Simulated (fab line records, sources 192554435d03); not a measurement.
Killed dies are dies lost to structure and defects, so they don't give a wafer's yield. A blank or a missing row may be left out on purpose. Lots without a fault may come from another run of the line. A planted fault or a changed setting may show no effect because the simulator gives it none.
fab line records | flow n5_finfet | part 2 of 2: steps 15 to 24 of 24
record lots=5 wafers=15 last_day=16
route steps=1938 shown BEOL_M5@1151
lots that met no fault: from a run of the same line without faults
start_h: hours from the record's first day to the start of the lot's first wafer shown | wait_h: hours since the lot's step before | " the same as in the row above | L1.1+2: a row that stands for several wafers | - no value, or no start given | * or withheld: withheld | < > ~ a bound
route shown NAME@n: a module of which the file shows steps, and the number in the route of the first | usual: mean/standard deviation of fault-free wafers | same: alike in all rows | chamber/n: place in a boat | sites: the reading at each site | _std_site: their standard deviation | _edge_site: outer sites' mean less inner sites' | radius_mm: how far each site lies from the wafer's centre | mask NAME#n: copy n | behind: the tool/chamber that last shaped the wafer | hold: why the lot was held/for how many hours/how that ended | device: the transistor (n, p or np) that didn't switch | end of line: the same wafers' tests at the end of the route | a step without rows: its recipe alone | killed: dies lost to structure and defects at the first sort, not the wafer's yield | map: a wafer's dies, x killed, . not, _ none there
set.NAME: the setting as run; set.NAME@STEP: as run at that earlier step | model.NAME: the simulator's own value behind a step, which no gauge read
lots at some steps of the route; a table a step, a row a wafer
services: from which hour (start_h, from the record's first day; less than 0 if before it) a tool's chamber was out of use, for how many hours, and why
## steps
# step N5_BEOL_M5_SRD_40
# recipe time_s=30 temp_c=23 rinse_liquid=diw dry=ipa_marangoni
# columns lot.wafer tool chamber start_h wait_h
L079.1+2+5 wet_bench-05 7,1,3 215.36 0.0
L082.1+4+5 wet_bench-02 5,7,0 216.55 0.0
L084.2+5+6 wet_bench-02 7,5,6 244.09 0.0
L086.2+4+6 wet_bench-01 7,0,1 257.07 0.0
L089.2+3+6 wet_bench-02 6,7,3 282.72 0.0
# step N5_BEOL_M5_PRECLEAN_42
# recipe chemistry=residue_remover time_s=60 temp_c=40
# columns lot.wafer tool chamber start_h wait_h
L079.1+2+5 wet_bench-05 7,1,3 215.38 0.0
L082.1+4+5 wet_bench-02 5,7,0 216.57 0.0
L084.2+5+6 wet_bench-02 7,5,6 244.11 0.0
L086.2+4+6 wet_bench-01 7,0,1 257.09 0.0
L089.2+3+6 wet_bench-02 6,7,3 282.74 0.0
# step N5_BEOL_M5_SRD_43
# recipe time_s=30 temp_c=23 rinse_liquid=diw dry=ipa_marangoni
# columns lot.wafer tool chamber start_h wait_h
L079.1+2+5 wet_bench-05 7,1,3 215.40 0.0
L082.1+4+5 wet_bench-02 5,7,0 216.58 0.0
L084.2+5+6 wet_bench-02 7,5,6 244.12 0.0
L086.2+4+6 wet_bench-01 7,0,1 257.10 0.0
L089.2+3+6 wet_bench-02 6,7,3 282.75 0.0
# step N5_BEOL_M5_CD_MEAS_35
# recipe target_cd_nm=28 target_cd_y_nm=24 polarity=opening
# usual cd_nm=27.9/0.38
# columns lot.wafer tool chamber start_h wait_h cd_nm
L079.1 cd_sem-01 - 215.43 0.0 27.6
L079.2 " - " " 27.9
L079.5 " - " " 28.1
L082.1 cd_sem-02 - 216.62 0.0 28.2
L082.4 " - " " 28.2
L082.5 " - " " 27.5
L084.2 cd_sem-03 - 244.17 0.0 28.0
L084.5 " - " " 27.6
L084.6 " - " " 27.6
L086.2 cd_sem-01 - 257.15 0.0 27.9
L086.4 " - " " 27.5
L086.6 " - " " 27.2
L089.2 cd_sem-01 - 282.79 0.0 27.1
L089.3 " - " " 27.6
L089.6 " - " " 28.0
# step N5_BEOL_M5_CURE_80
# recipe temp_c=370 time_s=120 ambient=DMADMS/He material=SiCOH_lowk
# usual lamp_power_pct=52.31/0.057 wafer_temp_C_max=372.1/0.66
# columns lot.wafer tool chamber start_h wait_h lamp_power_pct wafer_temp_C_max
L079.1 uv_cure-02 1 215.48 0.0 52.35 371.7
L079.2 " 1 " " 52.26 372.8
L079.5 " 1 " " 52.28 372.3
L082.1 uv_cure-01 2 217.11 0.5 52.37 371.8
L082.4 " 2 " " 52.32 371.3
L082.5 " 2 " " 52.34 371.1
L084.2 uv_cure-02 1 244.26 0.1 52.32 372.0
L084.5 " 1 " " 52.33 373.0
L084.6 " 1 " " 52.23 372.2
L086.2 uv_cure-02 0 257.24 0.1 52.32 371.3
L086.4 " 0 " " 52.34 371.4
L086.6 " 0 " " 52.26 371.2
L089.2 uv_cure-03 1 283.02 0.2 52.27 371.4
L089.3 " 1 " " 52.39 370.8
L089.6 " 1 " " 52.24 370.8
# step N5_BEOL_M5_DEGAS_44
# recipe ambient=vacuum temp_c=250 time_s=60
# usual heater_power_w=332/25 susceptor_temp_C=250.01/0.16
# columns lot.wafer tool chamber start_h wait_h heater_power_w susceptor_temp_C
L079.1 pvd_sputter-02 - 216.39 0.8 344 250.27
L079.2 " - " " 303 250.05
L079.5 " - " " 309 250.05
L082.1 pvd_sputter-03 - 219.43 2.3 329 249.70
L082.4 " - " " 362 250.11
L082.5 " - " " 353 250.15
L084.2 pvd_sputter-02 - 244.79 0.5 295 250.11
L084.5 " - " " 350 250.13
L084.6 " - " " 334 249.71
L086.2 pvd_sputter-02 - 257.51 0.2 352 250.03
L086.4 " - " " 304 249.78
L086.6 " - " " 301 250.14
L089.2 pvd_sputter-01 - 284.23 1.2 281 250.02
L089.3 " - " " 370 250.12
L089.6 " - " " 370 250.00
# step N5_BEOL_M5_PRE_CLEAN_45
# recipe gas=H2/He time_s=30 temp_c=250
# usual heater_power_w=333/24 susceptor_temp_C=250.01/0.19
# columns lot.wafer tool chamber start_h wait_h heater_power_w susceptor_temp_C
L079.1 pvd_sputter-02 - 216.43 0.0 338 250.00
L079.2 " - " " 299 250.21
L079.5 " - " " 304 249.92
L082.1 pvd_sputter-03 - 219.47 0.0 322 249.81
L082.4 " - " " 359 250.17
L082.5 " - " " 359 250.39
L084.2 pvd_sputter-02 - 244.83 0.0 302 249.72
L084.5 " - " " 342 250.20
L084.6 " - " " 334 249.75
L086.2 pvd_sputter-02 - 257.55 0.0 351 250.38
L086.4 " - " " 306 250.47
L086.6 " - " " 303 250.27
L089.2 pvd_sputter-01 - 284.27 0.0 278 249.79
L089.3 " - " " 370 250.14
L089.6 " - " " 373 250.23
# step N5_BEOL_M5_ALD_86
# recipe material=TaN target_thk_a=* temp_c=275 ald_precursor_family=PDMAT ald_co_reactant=NH3 pressure_torr=3 carrier_flow_sccm=1500 pulse_time_s=2 purge_time_s=3 co_reactant_purge_time_s=2 co_reactant_pulse_time_s=3 ald_cycles=30 precursor_vessel_temp_c=75 precursor_vessel_pressure_torr=26.25 precursor_vessel_carrier_sccm=1000
# usual heater_power_w=401/50 mfc_carrier_sccm=1501/4 susceptor_temp_C=275.01/0.19
# columns lot.wafer tool chamber start_h wait_h heater_power_w mfc_carrier_sccm susceptor_temp_C
L079.1 ald_metal-04 0 216.49 0.0 449 1492 275.43
L079.2 " 3 " " 356 1504 275.10
L079.5 " 2 " " 338 1495 274.83
L082.1 ald_metal-03 2 219.76 0.3 475 1507 275.07
L082.4 " 0 " " 387 1506 274.97
L082.5 " 1 " " 424 1499 274.84
L084.2 ald_metal-03 1 244.90 0.0 416 1499 274.92
L084.5 " 0 " " 377 1503 275.13
L084.6 " 3 " " 339 1502 274.77
L086.2 ald_metal-04 0 257.61 0.0 439 1495 275.14
L086.4 " 3 " " 345 1498 275.32
L086.6 " 0 " " 444 1496 274.63
L089.2 ald_metal-04 3 284.33 0.0 353 1503 275.14
L089.3 " 2 " " 352 1499 274.75
L089.6 " 2 " " 356 1497 274.87
# step N5_BEOL_M5_SURFACE_TREAT_87
# recipe gas=Ar time_s=* ion_energy_ev=* ion_current_ma_cm2=0.5 pressure_mtorr=* ar_flow_sccm=30
# usual throttle_valve_pct=*
# columns lot.wafer tool chamber start_h wait_h throttle_valve_pct
L079.1 pvd_sputter-02 - 216.73 0.1 *
L079.2 " - " " *
L079.5 " - " " *
L082.1 pvd_sputter-01 - 220.20 0.3 *
L082.4 " - " " *
L082.5 " - " " *
L084.2 pvd_sputter-01 - 245.20 0.2 *
L084.5 " - " " *
L084.6 " - " " *
L086.2 pvd_sputter-02 - 257.83 0.1 *
L086.4 " - " " *
L086.6 " - " " *
L089.2 pvd_sputter-03 - 284.56 0.1 *
L089.3 " - " " *
L089.6 " - " " *
# step N5_BEOL_M5_CVD_47
# recipe material=Co target_thk_a=30 temp_c=withheld precursor=CCTBA/H2 pressure_torr=30 time_s=216
# columns lot.wafer tool chamber start_h wait_h
L079.1+2+5 cvd_co-02 2,0,1 216.79 0.0
L082.1+4+5 cvd_co-02 0,1,2 220.26 0.0
L084.2+5+6 cvd_co-01 1,0,2 245.26 0.0
L086.2+4+6 cvd_co-02 0,0,1 257.93 0.1
L089.2+3+6 cvd_co-02 1,2,2 284.62 0.0
## services
# columns tool chamber start_h hours kind
uv_cure-02 - 196.64 0.5 repair
rie_diel-06 2 201.30 23.7 repair
rie_diel-06 3 202.27 7.3 repair
uv_cure-03 - 202.40 16.7 repair
wet_bench-01 - 213.83 2.8 repair
rie_diel-05 2 220.81 - clean
rie_diel-05 2 220.81 - consumable_replace:focus_ring
rie_diel-05 2 220.81 17.9 scheduled_down
rie_diel-05 2 220.81 17.9 vent_cycle
rie_diel-06 0 226.90 - clean
rie_diel-06 0 226.90 - consumable_replace:focus_ring
rie_diel-06 0 226.90 - consumable_replace:showerhead
rie_diel-06 0 226.90 20.7 scheduled_down
rie_diel-06 0 226.90 20.7 vent_cycle
pvd_sputter-01 - 231.67 2.2 repair
pvd_sputter-01 - 236.50 2.7 repair
rie_diel-06 0 271.64 2.8 repair
uv_cure-02 - 276.46 0.4 repair
rie_diel-05 1 280.56 - clean
rie_diel-05 1 280.56 - consumable_replace:focus_ring
rie_diel-05 1 280.56 - consumable_replace:showerhead
